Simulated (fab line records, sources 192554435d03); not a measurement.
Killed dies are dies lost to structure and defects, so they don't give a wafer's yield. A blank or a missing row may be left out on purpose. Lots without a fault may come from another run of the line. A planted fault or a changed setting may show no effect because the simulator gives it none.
Which tool did it? | flow n5_finfet | 12 lots, 29 wafers sampled, at 5 steps of a route of 1938

WHAT THE GAUGES READ, wafer by wafer
N5_BEOL_M4_RC_MEAS_101. Usual: DIBL_N 37.5 mV/V, standard deviation 2; DIBL_P 37.5 mV/V, standard deviation 2.5; IOFF_N 0.18 nA/um, standard deviation 0.042; IOFF_P 0.24 nA/um, standard deviation 0.046; IOFF_P_85C 4.0 nA/um, standard deviation 0.65; IOFF_P_LIN 0.107 nA/um, standard deviation 0.016; IOFF_P_LONG 0.000104 nA/um, standard deviation 8.1e-06; ION_N 677 uA/um, standard deviation 15; ION_P 464 uA/um, standard deviation 9.5; SS_N 72.0 mV/dec, standard deviation 0.76; SS_P 73.6 mV/dec, standard deviation 0.79; VT_N 249 mV, standard deviation 3.5; VT_N_LVT 98 mV, standard deviation 3.6; VT_P -249 mV, standard deviation 3.2; VT_P_LONG -275.6 mV, standard deviation 2.7.
lot  | measured     | on        | DIBL_N (mV/V)  | DIBL_P (mV/V)  | IOFF_N (nA/um) | IOFF_P (nA/um) | IOFF_P_85C (nA/um) | IOFF_P_LIN (nA/um) | IOFF_P_LONG (nA/um)        | ION_N (uA/um) | ION_P (uA/um) | SS_N (mV/dec)  | SS_P (mV/dec)  | VT_N (mV)   | VT_N_LVT (mV) | VT_P (mV)      | VT_P_LONG (mV)       | flag
L578 | day 8 02:11  | prober-02 | 37.0 38.1      | 38.6 39.7      | 0.17 0.18      | 0.23 0.26      | 3.9 4.3            | 0.103 0.108        | 9.8e-05 9.5e-05            | 691 667       | 466 458       | 72.8 72.8      | 74.1 74.7      | 247 251     | 97 100        | -251 -249      | -278.4 -277.7        |
L580 | day 8 13:19  | prober-01 | 36.9 37.5      | 37.5 39.2      | 0.16 0.18      | 0.20 0.23      | 3.4 3.9            | 0.088 0.100        | 8.5e-05 8.4e-05            | 657 670       | 451 455       | 72.8 72.1      | 73.8 74.4      | 251 249     | 101 97        | -256 -250      | -283.7 -282.1        |
L581 | day 8 14:33  | prober-02 | 36.5 37.0 39.3 | 34.2 36.7 37.7 | 0.13 0.15 0.18 | 0.21 0.26 0.26 | 3.6 4.3 4.4        | 0.104 0.119 0.121  | 0.000115 0.000108 0.000113 | 670 658 680   | 468 464 470   | 71.2 71.2 72.3 | 73.3 73.5 73.6 | 254 250 247 | 101 100 97    | -247 -248 -245 | -271.8 -270.2 -270.9 |
L582 | day 9 03:02  | prober-01 | 34.2 36.0 36.8 | 34.4 37.9 38.0 | 0.15 0.18 0.20 | 0.18 0.24 0.23 | 3.3 4.1 3.9        | 0.092 0.111 0.106  | 0.000101 9.7e-05 8.9e-05   | 682 670 687   | 471 457 464   | 72.3 72.0 72.0 | 73.2 73.3 74.3 | 253 247 247 | 100 97 96     | -254 -249 -251 | -277.9 -279.7 -277.3 |
L583 | day 9 10:41  | prober-02 | 37.3 39.1 34.8 | 36.9 38.0 35.0 | 0.17 0.20 0.13 | 0.24 0.26 0.23 | 4.2 4.4 3.9        | 0.114 0.119 0.107  | 0.000106 0.000105 0.000105 | 678 684 650   | 469 472 454   | 71.4 72.7 71.0 | 74.0 74.2 74.0 | 249 248 250 | 96 97 101     | -249 -247 -248 | -274.4 -274.0 -273.1 |
L584 | day 9 12:52  | prober-02 | 36.8 38.7      | 37.1 38.1      | 0.14 0.19      | 0.24 0.25      | 4.1 4.2            | 0.105 0.114        | 0.000103 0.000101          | 645 679       | 448 464       | 70.6 71.8      | 73.9 73.3      | 254 247     | 103 98        | -251 -249      | -275.4 -276.4        |
L585 | day 10 00:06 | prober-02 | 34.7 42.7      | 33.6 45.1      | 0.12 0.30      | 0.16 0.38      | 2.8 5.9            | 0.082 0.154        | 0.00011 0.000108           | 657 694       | 454 473       | 70.5 73.4      | 71.5 75.7      | 257 243     | 106 93        | -252 -241      | -273.8 -274.9        |
L586 | day 10 05:03 | prober-02 | 38.8 38.0 39.1 | 39.8 37.3 39.7 | 0.21 0.18 0.19 | 0.29 0.24 0.28 | 4.6 4.0 4.6        | 0.125 0.109 0.123  | 0.000104 0.000112 0.000112 | 691 677 667   | 475 465 468   | 71.1 71.7 71.3 | 74.3 73.2 74.1 | 243 252 247 | 94 98 96      | -242 -247 -245 | -273.2 -272.7 -272.2 |
L588 | day 10 12:13 | prober-01 | 37.1 37.0 36.0 | 40.3 38.0 37.7 | 0.19 0.19 0.15 | 0.27 0.20 0.20 | 4.5 3.5 3.5        | 0.108 0.093 0.091  | 8.8e-05 8.8e-05 8.9e-05    | 658 665 654   | 446 449 446   | 71.9 73.0 72.2 | 74.3 72.5 72.6 | 250 248 254 | 100 102 105   | -252 -252 -255 | -279.6 -279.4 -276.6 |
L592 | day 11 08:22 | prober-01 | 37.0 40.0      | 36.4 39.8      | 0.16 0.22      | 0.89 0.28      | 12.0 4.7           | 0.401 0.122        | 0.000326 0.000105          | 676 691       | 519 476       | 71.5 72.2      | 73.9 73.6      | 248 247     | 136 96        | -211 -248      | -237.7 -275.6        | OFF
L593 | day 11 13:32 | prober-02 | 35.3           | 34.4           | 0.12           | 0.64           | 9.1                | 0.311              | 0.000297                   | 661           | 514           | 71.0           | 72.3           | 254         | 138           | -216           | -242.4               | OFF
L594 | day 12 02:47 | prober-01 | 37.0 34.2 37.5 | 37.8 33.9 38.3 | 0.19 0.13 0.19 | 0.24 0.66 0.25 | 4.1 9.7 4.3        | 0.109 0.323 0.113  | 0.000109 0.000327 0.000107 | 702 650 671   | 482 502 465   | 72.2 71.8 72.0 | 73.1 72.7 74.7 | 250 252 248 | 98 138 97     | -248 -215 -247 | -274.1 -239.0 -271.6 | OFF

WHICH TOOL RAN EACH LOT (tool, then ch and the chambers of the sampled wafers, then the start)
lot  | N5_HKMG_FIN_ALD_74              | N5_BEOL_M4_ANNEAL_87         | N5_BEOL_M4_SPUTTER_88        | N5_BEOL_M4_ANNEAL_95
L578 | ald_hk-02 ch 0,3, day 4 07:38   | pvd_sputter-02, day 7 23:55  | pvd_sputter-02, day 8 00:03  | pvd_sputter-02, day 8 00:47
L580 | ald_hk-03 ch 2,3, day 4 19:17   | pvd_sputter-01, day 8 11:02  | pvd_sputter-01, day 8 11:11  | pvd_sputter-01, day 8 11:55
L581 | ald_hk-02 ch 0,2, day 5 02:20   | pvd_sputter-03, day 8 12:25  | pvd_sputter-03, day 8 12:33  | pvd_sputter-03, day 8 13:17
L582 | ald_hk-03 ch 0,2,3, day 5 05:40 | pvd_sputter-03, day 9 00:55  | pvd_sputter-03, day 9 01:03  | pvd_sputter-03, day 9 01:47
L583 | ald_hk-01 ch 2,3, day 5 11:02   | pvd_sputter-01, day 9 08:05  | pvd_sputter-01, day 9 08:13  | pvd_sputter-01, day 9 08:58
L584 | ald_hk-03 ch 2,3, day 5 19:25   | pvd_sputter-03, day 9 10:44  | pvd_sputter-03, day 9 10:53  | pvd_sputter-03, day 9 11:37
L585 | ald_hk-03 ch 2,3, day 5 23:34   | pvd_sputter-03, day 9 21:45  | pvd_sputter-03, day 9 21:53  | pvd_sputter-03, day 9 22:38
L586 | ald_hk-03 ch 0,2,3, day 6 06:35 | pvd_sputter-03, day 10 02:54 | pvd_sputter-03, day 10 03:02 | pvd_sputter-03, day 10 03:47
L588 | ald_hk-02 ch 0,2,3, day 6 19:29 | pvd_sputter-01, day 10 10:05 | pvd_sputter-01, day 10 10:14 | pvd_sputter-01, day 10 10:58
L592 | ald_hk-03 ch 0,3, day 7 17:16   | pvd_sputter-01, day 11 05:26 | pvd_sputter-01, day 11 05:34 | pvd_sputter-01, day 11 06:19
L593 | ald_hk-03 ch 1, day 7 22:22     | pvd_sputter-01, day 11 11:16 | pvd_sputter-01, day 11 11:24 | pvd_sputter-01, day 11 12:08
L594 | ald_hk-03 ch 0,2,3, day 8 04:58 | pvd_sputter-03, day 12 00:40 | pvd_sputter-03, day 12 00:48 | pvd_sputter-03, day 12 01:32
- N5_HKMG_FIN_ALD_74: deposits La2O3, target thk 0.5 nm, pulse time 6 s, co reactant pulse time 1 s.
- N5_BEOL_M4_ANNEAL_87: time 240 s.
- N5_BEOL_M4_SPUTTER_88: material Cu, target thk 4.5 nm, time 8.29 s.
- N5_BEOL_M4_ANNEAL_95: time 240 s.

WHAT THE TOOLS THEMSELVES READ (means of the sampled wafers that have a number; where no wafer has one, the mark that the record gives instead)
N5_HKMG_FIN_ALD_74. Usual: heater_power_w 360 W, standard deviation 27; precursor_pulse_height_rel 0.999, standard deviation 0.02.
lot  | tool      | heater_power_w (W) | precursor_pulse_height_rel | flag
L578 | ald_hk-02 | 366                | 0.976                      |
L580 | ald_hk-03 | 345                | 1.011                      |
L581 | ald_hk-02 | 342                | 0.988                      |
L582 | ald_hk-03 | 359                | 1.019                      |
L583 | ald_hk-01 | 363                | 1.017                      |
L584 | ald_hk-03 | 346                | 1.014                      |
L585 | ald_hk-03 | 346                | 1.014                      |
L586 | ald_hk-03 | 351                | 0.992                      |
L588 | ald_hk-02 | 350                | 0.989                      |
L592 | ald_hk-03 | 354                | 0.998                      |
L593 | ald_hk-03 | 388                | 1.017                      |
L594 | ald_hk-03 | 357                | 0.987                      |

N5_BEOL_M4_ANNEAL_87. Usual: heater_power_w 818 W, standard deviation 75.
lot  | tool           | heater_power_w (W) | flag
L578 | pvd_sputter-02 | 845                |
L580 | pvd_sputter-01 | 910                |
L581 | pvd_sputter-03 | 810                |
L582 | pvd_sputter-03 | 803                |
L583 | pvd_sputter-01 | 794                |
L584 | pvd_sputter-03 | 840                |
L585 | pvd_sputter-03 | 764                |
L586 | pvd_sputter-03 | 780                |
L588 | pvd_sputter-01 | 894                |
L592 | pvd_sputter-01 | 874                |
L593 | pvd_sputter-01 | 755                |
L594 | pvd_sputter-03 | 811                |

N5_BEOL_M4_SPUTTER_88. Usual: chamber_pressure_pa 0.07 Pa, standard deviation 0.00014; throttle_valve_pct 29.9 %, standard deviation 0.74.
lot  | tool           | chamber_pressure_pa (Pa) | throttle_valve_pct (%) | flag
L578 | pvd_sputter-02 | 0.07                     | 30.4                   |
L580 | pvd_sputter-01 | 0.07                     | 29.9                   |
L581 | pvd_sputter-03 | 0.07                     | 30.3                   |
L582 | pvd_sputter-03 | 0.07                     | 30.0                   |
L583 | pvd_sputter-01 | 0.07                     | 29.6                   |
L584 | pvd_sputter-03 | 0.07                     | 28.9                   |
L585 | pvd_sputter-03 | 0.07                     | 29.9                   |
L586 | pvd_sputter-03 | 0.07                     | 29.7                   |
L588 | pvd_sputter-01 | 0.07                     | 29.6                   |
L592 | pvd_sputter-01 | 0.07                     | 29.4                   |
L593 | pvd_sputter-01 | 0.07                     | 29.7                   |
L594 | pvd_sputter-03 | 0.07                     | 29.7                   |

N5_BEOL_M4_ANNEAL_95. Usual: heater_power_w 818 W, standard deviation 73.
lot  | tool           | heater_power_w (W) | flag
L578 | pvd_sputter-02 | 835                |
L580 | pvd_sputter-01 | 898                |
L581 | pvd_sputter-03 | 812                |
L582 | pvd_sputter-03 | 814                |
L583 | pvd_sputter-01 | 797                |
L584 | pvd_sputter-03 | 851                |
L585 | pvd_sputter-03 | 776                |
L586 | pvd_sputter-03 | 761                |
L588 | pvd_sputter-01 | 887                |
L592 | pvd_sputter-01 | 852                |
L593 | pvd_sputter-01 | 754                |
L594 | pvd_sputter-03 | 816                |

THE ANSWER, worked out from the rows above alone
Rule: a lot is off if the mean of its wafers that have a number lies more than 3 standard deviations from the usual mean. A lot without any number at a reading at which 4 lots or more have one is off too. The other lots that the step has rows for count as sound. The gauges are gone through in route order, then the tools' own readings, and for those a lot's mean is taken as printed above. The first step at which some lot is off is used, and at that step the reading that is off furthest; a lot without a number counts as furthest.
Off: L592, L593, L594, at N5_BEOL_M4_RC_MEAS_101 (IOFF_P_LONG).
A tool fits if, at a process step before that reading, it ran every lot that is off, and no sound lot after the first of them. The gauges at N5_BEOL_M4_RC_MEAS_101 are tried like those tools. One fits: ald_hk-03 at N5_HKMG_FIN_ALD_74. Its last sound lot is L586 (day 6 06:35), its first lot that is off L592 (day 7 17:16): a fault that began between those two fits.

WHAT THE SIMULATOR HAD PUT IN
Process parameter drift: ald_hk-03, from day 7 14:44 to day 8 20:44, at N5_HKMG_FIN_ALD_74. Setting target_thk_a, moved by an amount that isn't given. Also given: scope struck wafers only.
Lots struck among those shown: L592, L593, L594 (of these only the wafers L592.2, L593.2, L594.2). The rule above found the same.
